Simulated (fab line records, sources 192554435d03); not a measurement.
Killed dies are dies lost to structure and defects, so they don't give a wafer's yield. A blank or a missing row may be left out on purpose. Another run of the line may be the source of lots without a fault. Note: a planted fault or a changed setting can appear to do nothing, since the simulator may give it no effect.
A lot that was struck, set against a sound lot || flow n5_finfet || 20 steps out of a route of 1938
Sound: these wafers, L521.1, L521.4, L521.5. Struck: wafers L531.4, L531.6. (L531.3 of the same lot was not struck and is left out.) The cause comes at the end.
For every step that has rows: the tool of each side, followed by ch and its chambers, followed by its first start. Under that, the readings that differ: sound wafers || struck wafers || difference of the means || sigmas: that difference in standard deviations of wafers without a fault.
alike: a reading whose means differ by less than 2 such deviations, as well as words and numbers matching on both sides. not compared: withheld readings; readings where some wafer has no value; bounds like >300 that might hide an equal value; numbers whose values overlap and for which the record gives no deviation.
Wherever a step has rows on one side only, a row that says differs or no value, or a row with sigmas, the two part there. Numbers that have no deviation but don't overlap get no sigmas and don't part them. A reading missing from all wafers of one side parts the sides only when that side holds two or more wafers.

first, 9 steps without rows for these wafers: N5_BEOL_M1_COAT_67 (time 60 s, resist thk 60 nm); N5_BEOL_M1_COAT_68 (time 60 s, resist thk 12 nm); N5_BEOL_M1_COAT_76 (time 60 s, resist thk 5 nm); N5_BEOL_M1_COAT_22 (resist thk 30 nm); N5_BEOL_M1_EBR_24; N5_BEOL_M1_SOFTBAKE_23 (time 60 s); N5_BEOL_M1_EXPOSE_25 (exposes mask V0, defocus 5 nm, target cd 24 nm); N5_BEOL_M1_PEB_26 (peb time 60 s); N5_BEOL_M1_DEVELOP_27 (develop time 30 s).
N5_BEOL_M1_CD_MEAS_28: target cd y 23.3 nm.
  sound on cd_sem-02 ch 0, day 7 07:04; struck on cd_sem-01 ch 0, day 9 02:56
  alike: cd_nm
N5_BEOL_M1_OVL_MEAS_29:
  sound on overlay-02 ch 0, day 7 07:05; struck on overlay-02 ch 0, day 9 02:59
  alike: V0_OVL
N5_BEOL_M1_INSPECT_30: inspects for defects (brightfield).
  sound on defect_inspect-01 at day 7 07:09; struck on defect_inspect-02 at day 9 03:02
  alike: raw_defect_count
N5_BEOL_M1_DESCUM_33: chemistry O2, time 7 s.
  sound on rie_diel-02 ch 1,2,3, day 7 07:13; struck on rie_diel-02 ch 2,3, day 9 03:04
{"reading": "model.CAR-EUV_of_BEOL_M1_COAT_22.thk_nm (nm)", "sound": "26.2 26 26.2", "struck": "26.8 26.8", "difference": "+0.7", "sigmas": ""}
  alike: drypump_motor_current_A, oes_product_au, rf_vpp_V, showerhead_plenum_p_Torr, throttle_valve_pct
  not compared: rf_hours_counter_h
N5_BEOL_M1_ETCH_77: etches underlayer in N2/H2, target depth 6.5 nm, time 5.2 s.
  sound on rie_diel-02 ch 1,2,3, day 7 07:15; struck on rie_diel-02 ch 2,3, day 9 03:06
  alike: drypump_motor_current_A, etch_rf_on_time_s, oes_product_au, rf_vpp_V, showerhead_plenum_p_Torr, throttle_valve_pct
  not compared: rf_hours_counter_h
N5_BEOL_M1_ETCH_69: etches SiARC in CF4, target depth 15.6 nm, time 26 s.
  sound on rie_diel-02 ch 1,2,3, day 7 07:16; struck on rie_diel-02 ch 2,3, day 9 03:07
  alike: drypump_motor_current_A, etch_rf_on_time_s, oes_product_au, rf_vpp_V, showerhead_plenum_p_Torr, throttle_valve_pct
  not compared: rf_hours_counter_h
N5_BEOL_M1_ALD_98: deposits SiO2, target thk 2.5 nm, pulse time 1 s, co reactant pulse time 1 s.
  sound on ald_sin-01 ch 0,3, day 7 07:21; struck on ald_sin-03 ch 2,3, day 9 03:46
  alike: heater_power_w, precursor_pulse_height_rel
N5_BEOL_M1_ETCHBACK_99: etches SiO2 in CHF3, target depth 5 nm, time 10.4 s.
  sound on rie_diel-04 ch 1,2,3, day 7 13:01; struck on rie_diel-03 ch 2,3, day 9 03:53
{"reading": "model.CAR-EUV_of_BEOL_M1_COAT_22.thk_nm (nm)", "sound": "10.6 10.4 10.6", "struck": "11.2 11.2", "difference": "+0.7", "sigmas": ""}
  alike: CHF3_flow_sccm, drypump_motor_current_A, oes_product_au, rf_vpp_V, showerhead_plenum_p_Torr, throttle_valve_pct
  not compared: rf_hours_counter_h
N5_BEOL_M1_ETCH_70: etches SOC in N2/H2, target depth 80 nm, overetch 16 nm, time 120 s.
  sound on rie_diel-04 ch 1,2,3, day 7 13:03; struck on rie_diel-03 ch 2,3, day 9 03:55
  alike: drypump_motor_current_A, oes_product_au, rf_vpp_V, showerhead_plenum_p_Torr, throttle_valve_pct
  not compared: rf_hours_counter_h
-- a jump in the record: the struck wafers' starts before and after are 2 days apart (it breaks off in module BEOL_M1 and resumes in module BEOL_M4, where the first step shown is number 1111 of the route) --
N5_BEOL_M4_RC_MEAS_101:
  sound on prober-01 ch 0, day 9 00:17; struck on prober-02 ch 0, day 11 10:21
  alike: DIBL_N, DIBL_P, IOFF_N, IOFF_P, ION_N, ION_P, SS_N, SS_P, VT_N, VT_P
N5_PASSIVATION_PROBE_49:
  rows exist in the record for the sound wafers here (prober-01, day 13 06:07), none for the struck ones

## WHERE THEY PART
N5_PASSIVATION_PROBE_49 only, going by this record.

WHY: whatever the simulator had introduced
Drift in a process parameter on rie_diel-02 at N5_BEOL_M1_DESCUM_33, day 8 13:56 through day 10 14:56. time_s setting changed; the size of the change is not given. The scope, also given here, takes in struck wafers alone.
